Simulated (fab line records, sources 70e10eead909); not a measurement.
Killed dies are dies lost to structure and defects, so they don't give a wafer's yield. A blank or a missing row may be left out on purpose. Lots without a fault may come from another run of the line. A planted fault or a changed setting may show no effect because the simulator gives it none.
fab line records | flow nand_harc
record lots=6 wafers=18 last_day=24
route steps=1159 shown A_CONTACT@902 END@1159
lots that met no fault: from a run of the same line without faults
start_h: hours from the record's first day to the start of the lot's first wafer shown | wait_h: hours since the lot's step before | " the same as in the row above | L1.1+2: a row that stands for several wafers | - no value, or no start given | * or withheld: withheld | < > ~ a bound
route shown NAME@n: a module of which the file shows steps, and the number in the route of the first | usual: mean/standard deviation of fault-free wafers | same: alike in all rows | chamber/n: place in a boat | sites: the reading at each site | _std_site: their standard deviation | _edge_site: outer sites' mean less inner sites' | radius_mm: how far each site lies from the wafer's centre | mask NAME#n: copy n | behind: the tool/chamber that last shaped the wafer | hold: why the lot was held/for how many hours/how that ended | device: the transistor (n, p or np) that didn't switch | end of line: the same wafers' tests at the end of the route | a step without rows: its recipe alone | killed: dies lost to structure and defects at the first sort, not the wafer's yield | map: a wafer's dies, x killed, . not, _ none there
set.NAME: the setting as run; set.NAME@STEP: as run at that earlier step | model.NAME: the simulator's own value behind a step, which no gauge read
lots at some steps of the route; a table a step, a row a wafer
services: from which hour (start_h, from the record's first day; less than 0 if before it) a tool's chamber was out of use, for how many hours, and why
## steps
# step NHARC_A_CONTACT_ETCH_77
# recipe target_depth_a=726 time_s=36.3 cf4_flow_sccm=100 chf3_flow_sccm=30 ar_flow_sccm=0 rf_w=500 bias_w=200 chemistry=CF4/CHF3
# usual bias_w=199.9/0.57 cf4_flow_sccm=100.03/0.29 drypump_motor_current_A=5.7/0.34 oes_product_au=0.935/0.022 rf_vpp_V=371.9/1.9 showerhead_plenum_p_Torr=1.61/0.055 throttle_valve_pct=16.803/0.0084
# columns lot.wafer tool chamber start_h wait_h bias_w cf4_flow_sccm drypump_motor_current_A oes_product_au rf_hours_counter_h rf_vpp_V showerhead_plenum_p_Torr throttle_valve_pct
L479.2 rie_diel-08 1 - - 199.9 99.94 5.8 0.916 18 368.8 1.57 16.800
L479.3 " 2 " " 199.7 100.11 5.1 0.918 18 369.8 1.58 16.796
L479.4 " 3 " " 199.6 99.67 5.4 0.948 18 374.6 1.68 16.812
L486.1 rie_diel-07 3 - - 200.3 99.99 5.7 0.951 19 372.9 1.59 16.788
L486.4 " 0 " " 199.6 100.11 5.3 0.945 20 373.4 1.64 16.813
L486.6 " 3 " " 200.3 100.29 5.7 0.954 - 370.8 1.59 16.796
L489.2 rie_diel-07 3 - - 200.4 99.91 5.7 1.006 19 370.1 1.59 16.799
L489.4 " 0 " " 199.7 100.37 5.3 1.001 20 373.3 1.64 16.810
L489.5 " 1 " " 200.5 99.59 5.9 0.988 - 371.5 1.57 16.793
L491.3 rie_diel-13 0 - - 200.1 99.82 5.9 0.923 4 374.7 1.68 16.810
L491.1 " 1 " " 199.5 99.50 6.1 0.913 6 369.9 1.56 16.800
L491.6 " 1 " " 199.9 99.69 6.1 0.908 - 371.2 1.56 16.783
L496.4 rie_diel-08 2 - - 200.4 100.03 5.1 0.946 2 370.9 1.58 16.812
L496.2 " 3 " " 199.1 99.98 5.4 0.936 2 374.2 1.67 16.807
L496.5 " 2 " " 199.7 100.52 5.1 0.951 - 371.5 1.58 16.798
L494.3 rie_diel-08 0 - - 200.5 100.22 5.7 0.927 4 372.1 1.59 16.805
L494.4 " 2 " " 200.7 100.11 5.1 0.951 4 369.6 1.58 16.784
L494.5 " 3 " " 198.7 99.49 5.4 0.931 - 374.2 1.67 16.806
# step NHARC_A_CONTACT_ETCH_78
# recipe target_depth_a=28000 over_etch_frac=0.3 time_s=728 ion_energy_ev=150 o2_flow_sccm=400 cos_flow_sccm=20 ar_flow_sccm=0 rf_w=500 bias_w=300 chemistry=O2/COS
# step NHARC_A_CONTACT_ETCH_124
# recipe source_w=withheld pressure_mtorr=20 bias_v=withheld time_s=140 target_depth_a=7000 ar_flow_sccm=withheld c4f8_flow_sccm=withheld o2_flow_sccm=withheld chemistry=C4F8/O2/Ar
# usual chamber_pressure_mTorr=20.001/0.019 oes_air_line_au=1.001/0.02
# columns lot.wafer tool chamber start_h wait_h chamber_pressure_mTorr oes_air_line_au rf_hours_counter_h
L479.2 har_cap_etch-03 0 406.67 - 19.978 0.967 88
L479.3 " 0 " " 20.020 0.987 -
L479.4 " 1 " " 19.992 0.991 -
L486.1 har_cap_etch-03 1 459.20 - 19.957 0.995 98
L486.4 " 0 " " 19.979 0.969 -
L486.6 " 0 " " 19.990 0.984 -
L489.2 har_cap_etch-02 0 460.23 - 20.012 1.007 26
L489.4 " 1 " " 19.990 1.003 -
L489.5 " 0 " " 19.997 1.003 -
L491.1 har_cap_etch-03 0 472.85 - 20.007 1.012 101
L491.3 " 0 " " 19.970 0.973 -
L491.6 " 0 " " 20.016 0.973 -
L496.2 har_cap_etch-01 0 498.64 - 20.018 1.043 75
L496.4 " 1 " " 20.005 1.017 -
L496.5 " 1 " " 19.985 0.996 -
L494.3 har_cap_etch-03 1 506.84 - 20.022 1.003 -
L494.4 " 0 " " 19.952 1.028 -
L494.5 " 1 " " 20.015 1.029 -
# step NHARC_A_CONTACT_ETCH_125
# recipe source_w=withheld pressure_mtorr=20 bias_v=1200 time_s=155 target_depth_a=9560 ar_flow_sccm=withheld c4f8_flow_sccm=withheld o2_flow_sccm=withheld chemistry=C4F8/O2/Ar
# step NHARC_A_CONTACT_ETCH_126
# recipe source_w=withheld pressure_mtorr=20 bias_v=1200 time_s=155 target_depth_a=9560 ar_flow_sccm=withheld c4f8_flow_sccm=withheld o2_flow_sccm=withheld chemistry=C4F8/O2/Ar
# step NHARC_A_CONTACT_ETCH_127
# recipe source_w=withheld pressure_mtorr=20 bias_v=1200 time_s=155 target_depth_a=9560 ar_flow_sccm=withheld c4f8_flow_sccm=withheld o2_flow_sccm=withheld chemistry=C4F8/O2/Ar
# step NHARC_A_CONTACT_ETCH_128
# recipe source_w=withheld pressure_mtorr=20 bias_v=1200 time_s=155 target_depth_a=9560 ar_flow_sccm=withheld c4f8_flow_sccm=withheld o2_flow_sccm=withheld chemistry=C4F8/O2/Ar
# usual chamber_pressure_mTorr=19.997/0.022 oes_air_line_au=0.995/0.019
# columns lot.wafer tool chamber start_h wait_h chamber_pressure_mTorr oes_air_line_au rf_hours_counter_h
L479.2 har_cap_etch-03 0 407.30 0.1 19.993 0.971 89
L479.3 " 0 " " 20.005 0.968 -
L479.4 " 1 " " 20.009 0.962 -
L486.1 har_cap_etch-03 1 459.82 0.1 19.995 1.014 98
L486.4 " 0 " " 20.007 0.999 -
L486.6 " 0 " " 19.997 1.005 -
L489.2 har_cap_etch-02 0 460.85 0.1 20.002 0.978 27
L489.4 " 1 " " 20.036 0.992 -
L489.5 " 0 " " 20.009 0.990 -
L491.1 har_cap_etch-03 0 473.46 0.1 20.032 1.011 101
L491.3 " 0 " " 19.987 0.980 -
L491.6 " 0 " " 20.071 0.998 -
L496.2 har_cap_etch-01 0 499.26 0.1 20.003 0.994 76
L496.4 " 1 " " 19.986 0.991 -
L496.5 " 1 " " 19.980 0.983 -
L494.3 har_cap_etch-03 1 507.45 0.1 19.960 0.982 -
L494.4 " 0 " " 19.966 1.022 -
L494.5 " 1 " " 20.000 0.988 -
# step NHARC_A_CONTACT_ETCH_129
# recipe source_w=withheld pressure_mtorr=20 bias_v=1200 time_s=155 target_depth_a=9560 ar_flow_sccm=withheld c4f8_flow_sccm=withheld o2_flow_sccm=withheld chemistry=C4F8/O2/Ar
# step NHARC_A_CONTACT_ETCH_130
# recipe source_w=withheld pressure_mtorr=20 bias_v=1200 time_s=155 target_depth_a=9560 ar_flow_sccm=withheld c4f8_flow_sccm=withheld o2_flow_sccm=withheld chemistry=C4F8/O2/Ar
# step NHARC_A_CONTACT_ETCH_131
# recipe source_w=withheld pressure_mtorr=20 bias_v=1200 time_s=155 target_depth_a=9560 ar_flow_sccm=withheld c4f8_flow_sccm=withheld o2_flow_sccm=withheld chemistry=C4F8/O2/Ar
# usual chamber_pressure_mTorr=20.000/0.018 oes_air_line_au=1.001/0.018
# columns lot.wafer tool chamber start_h wait_h chamber_pressure_mTorr oes_air_line_au rf_hours_counter_h
L479.2 har_cap_etch-03 0 407.73 0.1 20.010 0.977 89
L479.3 " 0 " " 19.964 0.997 -
L479.4 " 1 " " 19.993 0.993 -
L486.1 har_cap_etch-03 1 460.25 0.1 19.986 1.014 99
L486.4 " 0 " " 19.974 0.982 -
L486.6 " 0 " " 20.016 1.004 -
L489.2 har_cap_etch-02 0 461.28 0.1 19.991 1.009 27
L489.4 " 1 " " 20.000 0.983 -
L489.5 " 0 " " 20.012 0.982 -
L491.1 har_cap_etch-03 0 473.88 0.1 19.974 1.022 102
L491.3 " 0 " " 19.997 0.991 -
L491.6 " 0 " " 20.012 1.036 -
L496.2 har_cap_etch-01 0 499.68 0.1 19.968 1.010 76
L496.4 " 1 " " 19.984 0.995 -
L496.5 " 1 " " 20.018 1.021 -
L494.3 har_cap_etch-03 1 507.88 0.1 20.031 1.000 -
L494.4 " 0 " " 19.995 1.014 -
L494.5 " 1 " " 20.006 1.024 -
# step NHARC_A_CONTACT_ETCH_132
# recipe source_w=withheld pressure_mtorr=20 bias_v=1200 time_s=156 target_depth_a=9580 ar_flow_sccm=withheld c4f8_flow_sccm=withheld o2_flow_sccm=withheld chemistry=C4F8/O2/Ar
# step NHARC_A_CONTACT_ETCH_133
# recipe source_w=withheld pressure_mtorr=20 bias_v=400 time_s=195 target_depth_a=8400 ar_flow_sccm=withheld c4f8_flow_sccm=11.5 o2_flow_sccm=7.2 chemistry=C4F8/O2/Ar
# usual chamber_pressure_mTorr=19.996/0.017 oes_air_line_au=1.001/0.019
# columns lot.wafer tool chamber start_h wait_h chamber_pressure_mTorr oes_air_line_au rf_hours_counter_h
L479.2 har_cap_etch-03 0 408.02 0.1 20.010 0.967 90
L479.3 " 0 " " 20.024 0.960 -
L479.4 " 1 " " 19.990 1.010 -
L486.1 har_cap_etch-03 1 460.55 0.1 20.002 1.001 99
L486.4 " 0 " " 19.997 0.981 -
L486.6 " 0 " " 19.980 1.016 -
L489.2 har_cap_etch-02 0 461.57 0.1 19.982 1.006 28
L489.4 " 1 " " 19.992 1.023 -
L489.5 " 0 " " 20.002 1.005 -
L491.1 har_cap_etch-03 0 474.19 0.1 19.964 1.019 102
L491.3 " 0 " " 19.991 1.004 -
L491.6 " 0 " " 19.965 1.003 -
L496.2 har_cap_etch-01 0 499.99 0.1 19.972 0.973 76
L496.4 " 1 " " 19.995 1.003 -
L496.5 " 1 " " 19.993 1.014 -
L494.3 har_cap_etch-03 1 508.20 0.2 20.019 1.018 -
L494.4 " 0 " " 20.006 0.972 -
L494.5 " 1 " " 20.014 1.033 -
# step NHARC_A_CONTACT_ETCH_91
# recipe target_depth_a=400 over_etch_frac=0.5 time_s=85.7 ion_energy_ev=120 ch3f_flow_sccm=50 o2_flow_sccm=30 ar_flow_sccm=200 rf_w=500 bias_w=100 chemistry=CH3F/O2
# usual bias_w=99.95/0.29 ch3f_flow_sccm=50.02/0.15 drypump_motor_current_A=5.7/0.35 oes_product_au=0.935/0.028 rf_vpp_V=244.8/1.7 showerhead_plenum_p_Torr=2.50/0.1 throttle_valve_pct=20.663/0.0089
# columns lot.wafer tool chamber start_h wait_h bias_w ch3f_flow_sccm drypump_motor_current_A oes_product_au rf_hours_counter_h rf_vpp_V showerhead_plenum_p_Torr throttle_valve_pct
L479.2 rie_diel-13 0 408.87 0.8 99.90 50.06 5.9 0.927 50 246.6 2.64 20.661
L479.3 " 3 " " 100.17 50.24 5.5 0.928 48 241.9 2.27 20.657
L479.4 " 2 " " 99.50 50.32 5.3 0.946 - 244.7 2.41 20.658
L486.1 rie_diel-07 3 461.34 0.7 - - - - - - - -
L486.4 " 1 " " - - - - - - - -
L486.6 " 0 " " - - - - - - - -
L489.2 rie_diel-13 1 462.14 0.5 - - - - - - - -
L489.4 " 1 " " - - - - - - - -
L489.5 " 2 " " - - - - - - - -
L491.3 rie_diel-13 3 474.72 0.4 99.99 49.73 5.5 0.937 8 248.2 2.66 20.646
L491.1 " 1 " " 99.61 49.97 6.1 0.918 7 244.2 2.43 20.656
L491.6 " 3 " " 100.33 49.78 5.5 0.931 - 246.6 2.66 20.669
L496.2 rie_diel-07 1 500.51 0.5 99.97 50.15 5.9 1.003 35 244.3 2.45 20.654
L496.4 " 2 " " 100.26 50.03 6.3 0.994 36 246.7 2.62 20.680
L496.5 " 1 " " 99.62 50.06 5.8 1.000 - 243.5 2.45 20.676
L494.3 rie_diel-08 1 508.68 0.4 100.43 50.18 5.9 0.911 4 243.5 2.45 20.671
L494.4 " 2 " " 99.85 50.11 5.1 0.956 4 244.4 2.46 20.675
L494.5 " 2 " " 99.71 49.77 5.1 0.963 - 246.0 2.46 20.680
# step NHARC_A_CONTACT_ETCH_97
# recipe target_depth_a=200 over_etch_frac=0.5 time_s=10 ion_energy_ev=250 c4f6_flow_sccm=25 o2_flow_sccm=20 ar_flow_sccm=500 rf_w=600 bias_w=500 chemistry=C4F6/O2
# step NHARC_END_SORT_01
# recipe temp_c=25
# usual killed_at_array=25/7.8 killed_at_other=0.6/0.81 killed_at_periphery=3.3/2.2 killed_dies=29/8.2 killed_open=3.5/1.9 killed_short=1.8/1.3
# same gross_dies=677
# columns lot.wafer tool chamber start_h wait_h killed_at_array killed_at_other killed_at_periphery killed_dies killed_open killed_short
L486.1 prober-02 0 531.25 2.5 674 0 3 677 3 1
L486.4 prober-02 0 533.64 3.4 674 2 1 677 3 1
L486.6 prober-02 0 535.24 4.0 674 1 2 677 4 1
L489.2 prober-01 0 532.07 2.8 669 2 6 677 5 4
L489.4 prober-01 0 533.65 3.4 675 0 2 677 3 1
L489.5 prober-01 0 534.44 3.7 676 1 0 677 2 3
# killed by level:class
L486.1 A_CONTACT:area_etch=643 A_CHANNEL_HOLE_D1:chamber_film_flake=11 A_SLIT:chamber_film_flake=11 A_CONTACT:chamber_film_flake=5 A_ZERO_WELL:chamber_film_flake=2 P_GATE:geometric_particle:open=1 P_M0:geometric_particle:open=1 A_WL_FILL:geometric_particle:short=1
L489.2 A_CONTACT:area_etch=655 A_CHANNEL_HOLE_D1:chamber_film_flake=5 A_CONTACT:chamber_film_flake=5 P_CONTACT:geometric_particle:open=3 P_M0:geometric_particle:short=1 P_BONDPAD:geometric_particle:open=1 A_CHANNEL_HOLE_D1:geometric_particle:open=1 A_CHANNEL_HOLE_D1:geometric_particle:short=1
L486.4 A_CONTACT:area_etch=644 A_SLIT:chamber_film_flake=14 A_CHANNEL_HOLE_D1:chamber_film_flake=7 A_CONTACT:chamber_film_flake=5 P_GATE:geometric_particle:open=1 A_CHANNEL_FILL_D1:geometric_particle:short=1 A_BLC:geometric_particle:open=1 A_M0:geometric_particle:open=1
L489.4 A_CONTACT:area_etch=669 A_CONTACT:chamber_film_flake=3 P_GATE:geometric_particle:open=1 P_M0:geometric_particle:open=1 A_STAIRCASE:geometric_particle:open=1 A_WL_FILL:geometric_particle:short=1 A_CHANNEL_HOLE_D1:chamber_film_flake=1
L489.5 A_CONTACT:area_etch=665 A_CONTACT:chamber_film_flake=4 A_CHANNEL_HOLE_D1:chamber_film_flake=3 A_WL_FILL:geometric_particle:short=2 A_CONTACT:geometric_particle:open=1 A_BLC:geometric_particle:open=1 STARTING-WAFER:geometric_particle:short=1
L486.6 A_CONTACT:area_etch=638 A_SLIT:chamber_film_flake=16 A_CHANNEL_HOLE_D1:chamber_film_flake=13 A_CHANNEL_FILL_D1:chamber_film_flake=2 P_GATE:geometric_particle:open=1 P_M0:geometric_particle:open=1 A_SGD_CUT:geometric_particle:open=1 A_WL_FILL:geometric_particle:open=1
# map L486.1 (x killed, . not)
____________x____________
_________xxxxxxx_________
_______xxxxxxxxxxx_______
______xxxxxxxxxxxxx______
_____xxxxxxxxxxxxxxx_____
____xxxxxxxxxxxxxxxxx____
____xxxxxxxxxxxxxxxxx____
___xxxxxxxxxxxxxxxxxxx___
___xxxxxxxxxxxxxxxxxxx___
__xxxxxxxxxxxxxxxxxxxxx__
__xxxxxxxxxxxxxxxxxxxxx__
_xxxxxxxxxxxxxxxxxxxxxxx_
_xxxxxxxxxxxxxxxxxxxxxxx_
_xxxxxxxxxxxxxxxxxxxxxxx_
_xxxxxxxxxxxxxxxxxxxxxxx_
_xxxxxxxxxxxxxxxxxxxxxxx_
xxxxxxxxxxxxxxxxxxxxxxxxx
xxxxxxxxxxxxxxxxxxxxxxxxx
xxxxxxxxxxxxxxxxxxxxxxxxx
xxxxxxxxxxxxxxxxxxxxxxxxx
xxxxxxxxxxxxxxxxxxxxxxxxx
_xxxxxxxxxxxxxxxxxxxxxxx_
_xxxxxxxxxxxxxxxxxxxxxxx_
_xxxxxxxxxxxxxxxxxxxxxxx_
_xxxxxxxxxxxxxxxxxxxxxxx_
_xxxxxxxxxxxxxxxxxxxxxxx_
__xxxxxxxxxxxxxxxxxxxxx__
__xxxxxxxxxxxxxxxxxxxxx__
___xxxxxxxxxxxxxxxxxxx___
___xxxxxxxxxxxxxxxxxxx___
____xxxxxxxxxxxxxxxxx____
____xxxxxxxxxxxxxxxxx____
_____xxxxxxxxxxxxxxx_____
______xxxxxxxxxxxxx______
_______xxxxxxxxxxx_______
_________xxxxxxx_________
____________x____________
# map L489.2 (x killed, . not)
____________x____________
_________xxxxxxx_________
_______xxxxxxxxxxx_______
______xxxxxxxxxxxxx______
_____xxxxxxxxxxxxxxx_____
____xxxxxxxxxxxxxxxxx____
____xxxxxxxxxxxxxxxxx____
___xxxxxxxxxxxxxxxxxxx___
___xxxxxxxxxxxxxxxxxxx___
__xxxxxxxxxxxxxxxxxxxxx__
__xxxxxxxxxxxxxxxxxxxxx__
_xxxxxxxxxxxxxxxxxxxxxxx_
_xxxxxxxxxxxxxxxxxxxxxxx_
_xxxxxxxxxxxxxxxxxxxxxxx_
_xxxxxxxxxxxxxxxxxxxxxxx_
_xxxxxxxxxxxxxxxxxxxxxxx_
xxxxxxxxxxxxxxxxxxxxxxxxx
xxxxxxxxxxxxxxxxxxxxxxxxx
xxxxxxxxxxxxxxxxxxxxxxxxx
xxxxxxxxxxxxxxxxxxxxxxxxx
xxxxxxxxxxxxxxxxxxxxxxxxx
_xxxxxxxxxxxxxxxxxxxxxxx_
_xxxxxxxxxxxxxxxxxxxxxxx_
_xxxxxxxxxxxxxxxxxxxxxxx_
_xxxxxxxxxxxxxxxxxxxxxxx_
_xxxxxxxxxxxxxxxxxxxxxxx_
__xxxxxxxxxxxxxxxxxxxxx__
__xxxxxxxxxxxxxxxxxxxxx__
___xxxxxxxxxxxxxxxxxxx___
___xxxxxxxxxxxxxxxxxxx___
____xxxxxxxxxxxxxxxxx____
____xxxxxxxxxxxxxxxxx____
_____xxxxxxxxxxxxxxx_____
______xxxxxxxxxxxxx______
_______xxxxxxxxxxx_______
_________xxxxxxx_________
____________x____________
## services
# columns tool chamber start_h hours kind
rie_diel-13 0 384.33 - clean
rie_diel-13 1 384.33 - clean
rie_diel-13 2 384.33 - clean
rie_diel-13 3 384.33 - clean
rie_diel-08 0 384.48 - clean
rie_diel-08 1 384.48 - clean
rie_diel-08 2 384.48 - clean
rie_diel-08 3 384.48 - clean
rie_diel-07 0 386.60 - clean
rie_diel-07 1 386.60 - clean
rie_diel-07 2 386.60 - clean
rie_diel-07 3 386.60 - clean
har_cap_etch-01 - 395.64 0.4 repair
rie_diel-13 1 399.79 10.7 repair
rie_diel-07 - 405.74 9.0 pm
rie_diel-07 0 405.74 9.0 vent_cycle
rie_diel-07 1 405.74 9.0 vent_cycle
rie_diel-07 2 405.74 9.0 vent_cycle
rie_diel-07 3 405.74 9.0 vent_cycle
rie_diel-08 0 417.33 3.9 repair
rie_diel-13 - 442.55 0.3 repair
rie_diel-07 - 444.54 0.8 repair
rie_diel-08 - 459.16 21.9 repair
rie_diel-13 0 505.73 5.7 repair
## key
first_sign step=NHARC_A_CONTACT_ETCH_91 reading=tool_record direction=missing
effect step=NHARC_END_SORT_01 reading=killed_at_array direction=up sigmas=83 usual=25 struck=674
more_kills_born_at NHARC_A_CONTACT_ETCH_91@rie_diel-13=1985 NHARC_A_CONTACT_ETCH_91@rie_diel-07=1925
met_at NHARC_A_CONTACT_ETCH_91
struck_wafers L486.1,L486.4,L486.6,L489.2,L489.4,L489.5
later_rows_left_out L486.1,L486.4,L486.6,L489.2,L489.4,L489.5
tester_left_out L486,L489
onset_between 408.87 461.34
fault kind=skipped_step_whole tool=rie_diel-07,rie_diel-13 chamber=- onset_h=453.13 steps=NHARC_A_CONTACT_ETCH_91 scope=struck_lots_only
# tester_left_out: of these lots the tester's yield and bins aren't shown, on N5 and GAA mostly nor the transistor test; their killed dies are dies lost to structure and defects alone, not to doping, threshold or leakage, so they don't give the yield
# later_rows_left_out: the simulator's readings of these wafers behind a module that went badly wrong aren't trusted and aren't shown, but for the sort
